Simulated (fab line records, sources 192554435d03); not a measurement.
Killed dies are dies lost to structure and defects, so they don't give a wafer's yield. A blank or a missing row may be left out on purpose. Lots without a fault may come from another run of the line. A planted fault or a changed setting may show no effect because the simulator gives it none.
Split-lot experiment | flow n5_finfet | 7 lots, 21 wafers read, on a route of 1938 steps

THE SPLIT
At N5_BEOL_M11_COAT_22 (resist thk 90 nm), the setting spin_rpm was moved away from the recipe's 1500 rpm on 7 of the 21 wafers read, by -6.7% to +9.7%. The other wafers ran this setting at the recipe's value.

FROM THE SPLIT TO THE READING: what the file shows between them, 2 steps
- N5_BEOL_M11_EBR_24
- N5_BEOL_M11_SOFTBAKE_23: time 60 s

THE READING
CAR-ArF_of_BEOL_M11_COAT_22.thk_nm (the simulator's own value, which no gauge read), in nm, at N5_BEOL_M11_DESCUM_33 (chemistry O2, time 7.9 s). The file gives no usual value for it. The 14 wafers here that ran the recipe average 83.4 nm, standard deviation 0.17 nm.

wafer  | tool, chamber at the split | spin_rpm as run, rpm | against the recipe | CAR-ArF_of_BEOL_M11_COAT_22.thk_nm, nm | against lot-mates on the recipe
L076.3 | litho_track-02, 0          | 1500                 | recipe             | 83.4                                   | -
L076.4 | litho_track-02, 0          | 1445                 | -3.7%              | 85.2                                   | +1.7
L076.6 | litho_track-02, 0          | 1500                 | recipe             | 83.6                                   | -
L077.1 | litho_track-02, 0          | 1500                 | recipe             | 83.4                                   | -
L077.5 | litho_track-02, 0          | 1500                 | recipe             | 83.4                                   | -
L077.2 | litho_track-02, 0          | 1585                 | +5.7%              | 80.6                                   | -2.8
L085.1 | litho_track-03, 0          | 1500                 | recipe             | 83.2                                   | -
L085.4 | litho_track-03, 0          | 1500                 | recipe             | 83                                     | -
L085.5 | litho_track-03, 0          | 1645                 | +9.7%              | 79                                     | -4.1
L088.1 | litho_track-02, 0          | 1400                 | -6.7%              | 86.6                                   | +3.0
L088.4 | litho_track-02, 0          | 1500                 | recipe             | 83.6                                   | -
L088.5 | litho_track-02, 0          | 1400                 | -6.7%              | 87                                     | +3.4
L093.1 | litho_track-03, 0          | 1624                 | +8.3%              | 79.8                                   | -3.6
L093.3 | litho_track-03, 0          | 1624                 | +8.3%              | 80                                     | -3.4
L093.6 | litho_track-03, 0          | 1500                 | recipe             | 83.4                                   | -
L092.1 | litho_track-05, 0          | 1500                 | recipe             | 83.4                                   | -
L092.2 | litho_track-05, 0          | 1500                 | recipe             | 83.4                                   | -
L092.3 | litho_track-05, 0          | 1500                 | recipe             | 83.6                                   | -
L094.2 | litho_track-03, 0          | 1500                 | recipe             | 83.4                                   | -
L094.5 | litho_track-03, 0          | 1500                 | recipe             | 83.6                                   | -
L094.6 | litho_track-03, 0          | 1500                 | recipe             | 83.2                                   | -

THE FIT
A straight line over all 21 wafers: CAR-ArF_of_BEOL_M11_COAT_22.thk_nm changes by -0.464 nm for each +1% of spin_rpm; r = -0.99; the points scatter about the line by 0.22 nm.
The same after taking each lot's own level away (the mean of its wafers on the recipe; 21 wafers): -0.447 nm for each +1%; r = -1.00; scatter 0.16 nm.
On that fit, the largest move of spin_rpm shifts the reading by 4.3 nm.
The lots' own levels span 83.10 to 83.60 nm, that is 3.0 times the standard deviation above.
So the lot-to-lot level changes the slope little: the two slopes agree.
Check: with one of the wafers moved furthest among these (+9.7%) left out of the fit, the line predicts -4.35 nm for it against its lot-mates. It came out at -4.1 nm against them.

OTHER SPLITS ON THESE WAFERS
These wafers also went through other splits before the reading. Each is held against what the fit with the lots' levels taken away leaves over:
other split on the same wafers | wafers away from the commonest value | r with CAR-ArF_of_BEOL_M11_COAT_22.thk_nm (lot level and that fit taken away)
N5_BEOL_M10_PEB_26 peb_time_s  | 8                                    | -0.19
N5_BEOL_M11_DESCUM_16 time_s   | 9                                    | +0.12

THE WHOLE CHAIN: every reading that the file lists as answering this split, in the file's order
step                  | what it does             | reading                                                                             | change (the file's fit)               | r (the file's)
N5_BEOL_M11_COAT_22   | resist thk 90 nm         | CAR-ArF_of_BEOL_M11_COAT_22.thk_nm (the simulator's own value, which no gauge read) | -0.437 nm for each +1% of the setting | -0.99
N5_BEOL_M11_DESCUM_33 | chemistry O2, time 7.9 s | CAR-ArF_of_BEOL_M11_COAT_22.thk_nm (the simulator's own value, which no gauge read) | -0.445 nm for each +1% of the setting | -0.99

THE FILE'S OWN FIT
CAR-ArF_of_BEOL_M11_COAT_22.thk_nm changes by -0.445 nm for each +1% of spin_rpm, r = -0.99.
